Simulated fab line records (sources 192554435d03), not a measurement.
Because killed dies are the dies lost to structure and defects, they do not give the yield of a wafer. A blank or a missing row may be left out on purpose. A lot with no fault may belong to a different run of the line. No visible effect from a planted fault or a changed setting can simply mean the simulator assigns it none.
Which of the tools did it?	flow n5-finfet	Sampling: 24 lots, 72 wafers, 6 of 1938 route steps

== WHAT THE GAUGES SHOWED, per wafer ==
N5_MOL_CONTACT_COAG_THK_MEAS_29.
lot	measured	on	MD_CAP_THK (nm)
L074	day 5 01:27	film-metro-01	17.99 17.83 17.83
L075	day 5 03:10	film-metro-01	17.86 17.95 18.02
L076	day 5 19:56	film-metro-01	17.96 17.92 18.02
L077	day 6 00:30	film-metro-02	17.82 17.87 17.96
L078	day 6 11:22	film-metro-01	17.93 17.89 17.94
L079	day 6 14:56	film-metro-02	17.98 17.95 18.01
L080	day 6 15:04	film-metro-01	18.00 17.92 17.99
L081	day 6 21:23	film-metro-01	18.06 18.01 17.94
L082	day 7 00:02	film-metro-02	17.79 17.98 17.94
L083	day 7 08:45	film-metro-02	17.95 17.93 17.87
L084	day 7 15:13	film-metro-02	18.04 17.92 17.74
L085	day 8 02:34	film-metro-01	17.78 17.93 17.93
L086	day 8 05:35	film-metro-01	17.89 18.08 18.00
L087	day 8 10:42	film-metro-02	17.92 17.92 17.89
L088	day 8 17:21	film-metro-01	17.89 17.88 17.90
L089	day 8 22:01	film-metro-02	17.83 17.77 17.85
L090	day 9 06:16	film-metro-01	18.00 18.16 17.95
L091	day 9 12:18	film-metro-02	17.89 17.76 17.82
L092	day 9 19:14	film-metro-01	17.78 17.88 17.86
L093	day 9 23:47	film-metro-01	17.98 18.19 18.09
L094	day 10 05:57	film-metro-01	17.97 17.96 17.90
L095	day 10 08:17	film-metro-02	17.83 17.99 17.97
L096	day 10 12:52	film-metro-01	17.98 18.01 17.90
L097	day 10 16:45	film-metro-02	17.85 17.91 17.93

N5_MOL_CONTACT_COAG_INSPECT_57: inspects for defects (brightfield).
lot	measured	on	raw-defect-count
L074	day 5 03:59	defect-inspect-02	235 246 267
L075	day 5 04:54	defect-inspect-02	202 295 268
L076	day 5 20:54	defect-inspect-01	227 223 233
L077	day 6 01:28	defect-inspect-02	220 190 232
L078	day 6 12:28	defect-inspect-02	152 127 176
L079	day 6 16:34	defect-inspect-02	122 153 149
L080	day 6 16:55	defect-inspect-01	218 182 250
L081	day 6 22:29	defect-inspect-02	264 171 267
L082	day 7 02:11	defect-inspect-01	214 256 228
L083	day 7 10:03	defect-inspect-02	207 174 154
L084	day 7 16:28	defect-inspect-02	125 241 145
L085	day 8 03:41	defect-inspect-02	153 147 118
L086	day 8 06:57	defect-inspect-01	214 206 162
L087	day 8 11:47	defect-inspect-02	208 207 165
L088	day 8 20:38	defect-inspect-01	196 141 222
L089	day 9 00:05	defect-inspect-02	116 165 144
L090	day 9 07:40	defect-inspect-02	217 269 274
L091	day 9 13:34	defect-inspect-01	168 250 230
L092	day 9 20:13	defect-inspect-02	166 245 159
L093	day 10 00:52	defect-inspect-02	216 249 206
L094	day 10 07:02	defect-inspect-02	176 302 268
L095	day 10 09:17	defect-inspect-02	254 229 195
L096	day 10 13:50	defect-inspect-01	222 270 189
L097	day 10 17:43	defect-inspect-01	141 193 157

== WHAT TOOL EACH LOT RAN ON (gives the tool, then ch and the chambers of the sampled wafers, and finally the start) ==
lot	N5_GATE_CUT_CMP_43	N5_MOL_CONTACT_COAG_ETCH_106	N5_MOL_CONTACT_COAG_ETCH_15	N5_MOL_CONTACT_COAG_ALD_123
L074	cmp-03 ch 0,1, day 4 14:31	rie-diel-02 ch 0,1, day 4 15:40	rie-diel-02 ch 0,1, day 4 15:48	ald-sin-02 ch 0,2,3, day 5 02:56
L075	cmp-04 ch 0,1,3, day 4 18:04	rie-diel-02 ch 0,3, day 4 19:12	rie-diel-02 ch 0,3, day 4 19:20	ald-sin-02 ch 0,1,3, day 5 03:57
L076	cmp-01 ch 0,2,3, day 5 11:29	rie-diel-02 ch 0,1,2, day 5 12:41	rie-diel-02 ch 0,1,2, day 5 12:50	ald-sin-02 ch 1,2,3, day 5 19:58
L077	cmp-01 ch 1,2,3, day 5 15:16	rie-diel-06 ch 0,1,2, day 5 16:19	rie-diel-06 ch 0,1,2, day 5 16:27	ald-sin-03 ch 0,1,3, day 6 00:32
L078	cmp-03 ch 0,1, day 6 00:47	rie-diel-05 ch 0,1, day 6 02:13	rie-diel-05 ch 0,1, day 6 02:21	ald-sin-02 ch 0,1, day 6 11:24
L079	cmp-04 ch 0,1,3, day 6 01:26	rie-diel-05 ch 1,2,3, day 6 02:39	rie-diel-05 ch 1,2,3, day 6 02:47	ald-sin-03 ch 1,2, day 6 15:28
L080	cmp-04 ch 0,1,2, day 6 03:20	rie-diel-05 ch 0,1,2, day 6 04:36	rie-diel-05 ch 0,1,2, day 6 04:44	ald-sin-04 ch 0,2,3, day 6 15:52
L081	cmp-03 ch 0,1,2, day 6 11:40	rie-diel-02 ch 0,1,2, day 6 12:41	rie-diel-02 ch 0,1,2, day 6 12:49	ald-sin-04 ch 0,1,3, day 6 21:26
L082	cmp-04 ch 0,2,3, day 6 14:47	rie-diel-06 ch 0,1,2, day 6 15:59	rie-diel-06 ch 0,1,2, day 6 16:08	ald-sin-02 ch 1,2,3, day 7 01:08
L083	cmp-04 ch 1,2, day 6 20:43	rie-diel-06 ch 1,2,3, day 6 21:51	rie-diel-06 ch 1,2,3, day 6 21:59	ald-sin-04 ch 0,1, day 7 08:59
L084	cmp-03 ch 0,2,3, day 7 05:43	rie-diel-06 ch 2,3, day 7 06:53	rie-diel-06 ch 2,3, day 7 07:01	ald-sin-04 ch 0,2,3, day 7 15:22
L085	cmp-01 ch 0,1,2, day 7 17:01	rie-diel-06 ch 0,2,3, day 7 18:45	rie-diel-06 ch 0,2,3, day 7 18:53	ald-sin-03 ch 0,2, day 8 02:37
L086	cmp-03 ch 1,2,3, day 7 19:59	rie-diel-06 ch 0,3, day 7 21:38	rie-diel-06 ch 0,3, day 7 21:46	ald-sin-02 ch 0,1,3, day 8 05:54
L087	cmp-03 ch 1,2,3, day 7 23:37	rie-diel-05 ch 0,3, day 8 01:30	rie-diel-05 ch 0,3, day 8 01:38	ald-sin-03 ch 0,1, day 8 10:44
L088	cmp-04 ch 1,3, day 8 08:23	rie-diel-05 ch 0,2,3, day 8 09:38	rie-diel-05 ch 0,2,3, day 8 09:46	ald-sin-03 ch 0,1,3, day 8 19:35
L089	cmp-01 ch 1,2, day 8 09:34	rie-diel-06 ch 0,2,3, day 8 10:50	rie-diel-06 ch 0,2,3, day 8 10:58	ald-sin-03 ch 0,3, day 8 23:09
L090	cmp-01 ch 0,1,2, day 8 20:53	rie-diel-05 ch 0,1, day 8 21:59	rie-diel-05 ch 0,1, day 8 22:08	ald-sin-04 ch 0,3, day 9 06:35
L091	cmp-03 ch 1,2,3, day 9 02:17	rie-diel-02 ch 0,2,3, day 9 03:58	rie-diel-02 ch 0,2,3, day 9 04:06	ald-sin-04 ch 0,1, day 9 12:31
L092	cmp-04 ch 0,1,2, day 9 07:52	rie-diel-02 ch 1,2,3, day 9 09:05	rie-diel-02 ch 1,2,3, day 9 09:14	ald-sin-02 ch 0,1,3, day 9 19:17
L093	cmp-03 ch 0,2,3, day 9 13:03	rie-diel-06 ch 0,2,3, day 9 14:11	rie-diel-06 ch 0,2,3, day 9 14:19	ald-sin-04 ch 0,2,3, day 9 23:49
L094	cmp-03 ch 0,2,3, day 9 18:02	rie-diel-05 ch 0,1,3, day 9 19:14	rie-diel-05 ch 0,1,3, day 9 19:22	ald-sin-03 ch 0,1,2, day 10 05:59
L095	cmp-04 ch 0,1,3, day 9 20:48	rie-diel-02 ch 0,1,2, day 9 22:09	rie-diel-02 ch 0,1,2, day 9 22:17	ald-sin-04 ch 0,2, day 10 08:20
L096	cmp-03 ch 0,1,3, day 10 04:52	rie-diel-06 ch 0,2, day 10 06:02	rie-diel-06 ch 0,2, day 10 06:10	ald-sin-03 ch 0,3, day 10 12:54
L097	cmp-01 ch 0,3, day 10 07:19	rie-diel-02 ch 1,2,3, day 10 08:40	rie-diel-02 ch 1,2,3, day 10 08:48	ald-sin-02 ch 0,2,3, day 10 16:47
- N5_GATE_CUT_CMP_43: polishes SiO2.
- N5_MOL_CONTACT_COAG_ETCH_106: etches SOC in N2/H2, target depth 80 nm, overetch 16 nm, time 120 s.
- N5_MOL_CONTACT_COAG_ETCH_15: etches SiNx in CH3F/O2, stops on Si:P, target depth 7 nm.
- N5_MOL_CONTACT_COAG_ALD_123: deposits SiNx, target thk 5 nm, pulse time 1 s, purge time 2 s.

== WHAT THE TOOLS THEMSELVES READ (means of the sampled wafers that have a number; where no wafer has one, the mark that the record gives instead) ==
N5_GATE_CUT_CMP_43.
lot	tool	motor-current-A (A)
L074	cmp-03	14.1
L075	cmp-04	13.0
L076	cmp-01	11.5
L077	cmp-01	11.6
L078	cmp-03	13.4
L079	cmp-04	13.1
L080	cmp-04	12.9
L081	cmp-03	12.5
L082	cmp-04	13.5
L083	cmp-04	11.4
L084	cmp-03	12.0
L085	cmp-01	11.9
L086	cmp-03	12.0
L087	cmp-03	12.5
L088	cmp-04	12.9
L089	cmp-01	12.0
L090	cmp-01	12.1
L091	cmp-03	12.6
L092	cmp-04	12.5
L093	cmp-03	11.9
L094	cmp-03	11.3
L095	cmp-04	12.7
L096	cmp-03	13.8
L097	cmp-01	11.5

N5_MOL_CONTACT_COAG_ETCH_106.
lot	tool	chamber-pressure-mTorr (mTorr)	drypump-motor-current-A (A)	oes-product-au (a.u.)	rf-vpp-V (V)	showerhead-plenum-p-Torr (Torr)	throttle-valve-pct (%)
L074	rie-diel-02	29.984	6.4	0.75	527.5	2.66	17.85
L075	rie-diel-02	30.004	6.3	0.76	526.4	2.67	18.01
L076	rie-diel-02	30.012	6.0	0.70	524.9	2.59	17.92
L077	rie-diel-06	30.014	5.9	0.67	524.7	2.57	17.91
L078	rie-diel-05	30.014	6.0	0.75	524.8	2.57	17.89
L079	rie-diel-05	29.985	5.5	0.73	526.3	2.63	17.70
L080	rie-diel-05	29.984	5.5	0.72	524.8	2.59	17.80
L081	rie-diel-02	30.010	6.0	0.70	524.8	2.59	17.92
L082	rie-diel-06	30.026	5.9	0.66	523.9	2.57	17.93
L083	rie-diel-06	29.985	5.6	0.69	524.6	2.59	17.81
L084	rie-diel-06	29.996	5.6	0.72	523.6	2.57	17.80
L085	rie-diel-06	30.011	5.9	0.69	524.1	2.55	17.98
L086	rie-diel-06	30.013	5.9	0.70	524.5	2.55	18.04
L087	rie-diel-05	29.967	5.5	0.71	525.2	2.58	17.78
L088	rie-diel-05	29.982	5.3	0.69	525.8	2.61	17.72
L089	rie-diel-06	30.011	5.9	0.69	524.1	2.54	17.98
L090	rie-diel-05	30.027	6.0	0.72	524.5	2.55	17.94
L091	rie-diel-02	29.997	5.8	0.70	525.4	2.59	18.11
L092	rie-diel-02	29.981	5.8	0.65	523.5	2.53	18.03
L093	rie-diel-06	29.995	5.9	0.68	524.4	2.54	18.00
L094	rie-diel-05	30.005	5.7	0.71	525.3	2.59	17.85
L095	rie-diel-02	30.006	6.0	0.67	523.9	2.58	17.97
L096	rie-diel-06	30.031	6.1	0.64	522.9	2.52	18.14
L097	rie-diel-02	30.017	5.7	0.64	523.3	2.53	18.06

N5_MOL_CONTACT_COAG_ETCH_15.
lot	tool	CH3F_flow_sccm (sccm)	chamber-pressure-mTorr (mTorr)	drypump-motor-current-A (A)	oes_ar_750_au (a.u.)	oes-product-au (a.u.)	rf-vpp-V (V)	showerhead-plenum-p-Torr (Torr)	throttle-valve-pct (%)
L074	rie-diel-02	30.00	30.026	6.5	0.84	0.61	295	2.07	16.20
L075	rie-diel-02	30.04	29.953	6.3	0.87	0.63	291	2.08	16.35
L076	rie-diel-02	30.00	30.014	6.0	0.79	0.57	294	2.03	16.41
L077	rie-diel-06	29.99	29.982	5.9	0.75	0.54	291	2.02	16.41
L078	rie-diel-05	30.11	29.989	6.0	0.84	0.61	304	2.04	16.47
L079	rie-diel-05	30.00	30.014	5.5	0.82	0.60	300	2.07	16.17
L080	rie-diel-05	29.95	29.987	5.6	0.80	0.58	303	2.05	16.35
L081	rie-diel-02	30.09	30.007	6.0	0.78	0.57	292	2.03	16.42
L082	rie-diel-06	29.97	29.986	5.9	0.74	0.54	290	2.02	16.43
L083	rie-diel-06	29.99	29.976	5.6	0.78	0.57	295	2.04	16.36
L084	rie-diel-06	30.07	29.999	5.6	0.81	0.59	293	2.03	16.33
L085	rie-diel-06	30.13	30.012	5.9	0.78	0.57	293	2.01	16.47
L086	rie-diel-06	29.96	30.025	5.9	0.79	0.57	296	2.02	16.57
L087	rie-diel-05	30.09	29.994	5.5	0.80	0.58	299	2.05	16.43
L088	rie-diel-05	30.03	30.018	5.3	0.78	0.57	299	2.06	16.28
L089	rie-diel-06	30.02	29.976	5.9	0.77	0.56	293	2.01	16.48
L090	rie-diel-05	30.01	30.024	6.0	0.81	0.59	303	2.03	16.51
L091	rie-diel-02	30.02	29.984	5.8	0.78	0.57	290	2.04	16.58
L092	rie-diel-02	30.00	30.005	5.7	0.74	0.53	289	1.99	16.58
L093	rie-diel-06	30.00	29.969	5.9	0.77	0.55	292	2.01	16.50
L094	rie-diel-05	29.99	29.996	5.7	0.80	0.58	299	2.04	16.42
L095	rie-diel-02	29.96	30.000	6.0	0.76	0.55	292	2.02	16.47
L096	rie-diel-06	30.00	29.994	6.1	0.72	0.52	288	1.99	16.57
L097	rie-diel-02	29.99	30.008	5.8	0.73	0.53	289	1.99	16.59

N5_MOL_CONTACT_COAG_ALD_123.
lot	tool	heater-power-w (W)	precursor-pulse-height-rel
L074	ald-sin-02	825	0.996
L075	ald-sin-02	794	1.013
L076	ald-sin-02	831	1.012
L077	ald-sin-03	807	1.015
L078	ald-sin-02	785	1.005
L079	ald-sin-03	699	0.999
L080	ald-sin-04	855	0.998
L081	ald-sin-04	795	1.000
L082	ald-sin-02	833	0.999
L083	ald-sin-04	803	1.008
L084	ald-sin-04	864	1.014
L085	ald-sin-03	796	1.008
L086	ald-sin-02	787	0.977
L087	ald-sin-03	763	0.981
L088	ald-sin-03	807	0.991
L089	ald-sin-03	870	1.004
L090	ald-sin-04	787	1.004
L091	ald-sin-04	804	1.013
L092	ald-sin-02	775	1.009
L093	ald-sin-04	880	1.000
L094	ald-sin-03	757	0.987
L095	ald-sin-04	865	1.010
L096	ald-sin-03	855	0.996
L097	ald-sin-02	822	0.989

== THE ANSWER, worked out from the rows above alone ==
Rule: usual is defined by the lots themselves. Put in order of their means at a reading, lots are off if they are a third of the lots or fewer, leave a main group of 4 or more, and stand apart from it by a gap of 3 or more times the standard deviation of the main group's means; of several such gaps the widest counts. If all means in a main group match to the digits the tables above print for the reading, that group is not used. Also off: a lot with no number at a reading for which 4 or more lots have one. Any other lot the step has rows for is counted as sound. Order of review: gauges by route order, followed by the tools' own readings, for which a lot's mean as printed above is used. The first step at which some lot is off is used, and at that step the reading that is off furthest; a lot without a number counts as furthest.
No lot is off on any of the readings shown, so nothing can be concluded from this.

== WHAT THE SIMULATOR PUT IN ==
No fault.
